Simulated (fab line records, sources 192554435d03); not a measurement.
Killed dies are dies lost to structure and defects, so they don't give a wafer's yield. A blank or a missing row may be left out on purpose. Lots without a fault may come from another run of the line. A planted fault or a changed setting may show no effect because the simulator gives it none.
Chamber matching | flow n5_finfet | N5_BEOL_M3_ETCH_70 on rie_diel-02: 4 sister chambers
The step etches SOC in N2/H2, target depth 80 nm, overetch 16 nm, time 120 s. 4 wafers are shown with their chamber, then 9 later ones without.

WAFERS WITH THEIR CHAMBER
wafer  | chamber | throttle_valve_pct (%)
L081.1 | 0       | 17.16
L082.5 | 1       | 17.55
L085.4 | 3       | 17.71
L085.5 | 2       | 18.00

WAFERS WITHOUT THEIR CHAMBER
wafer  | throttle_valve_pct (%)
L087.3 | 18.00
L087.5 | 17.71
L087.6 | 17.19
L089.1 | 17.56
L089.3 | 18.01
L089.6 | 17.57
L095.1 | 18.02
L095.4 | 17.58
L095.6 | 18.03

WHICH CHAMBER EACH WENT THROUGH
wafer  | from the rows above | in truth
L087.3 | 2                   | 2
L087.5 | 3                   | 3
L087.6 | 0                   | 0
L089.1 | 1                   | 1
L089.3 | 2                   | 2
L089.6 | 1                   | 1
L095.1 | 2                   | 2
L095.4 | 1                   | 1
L095.6 | 2                   | 2
Placed correctly: 9 of 9. Can't be placed from these rows: 0. Placed wrongly: 0.
How it was worked out, from the rows above alone: a wafer's distance from a chamber is the root of the sum, over the readings, of the square of ((its reading less the chamber's mean) divided by the reading's scatter). The wafer belongs to the nearest chamber; if the next one is less than 2 further off, it can't be placed. A chamber's mean is the mean of its shown wafers. The scatter: with one shown wafer a chamber, the root of the mean of the squares of how far each hidden wafer lies from its nearest shown one.
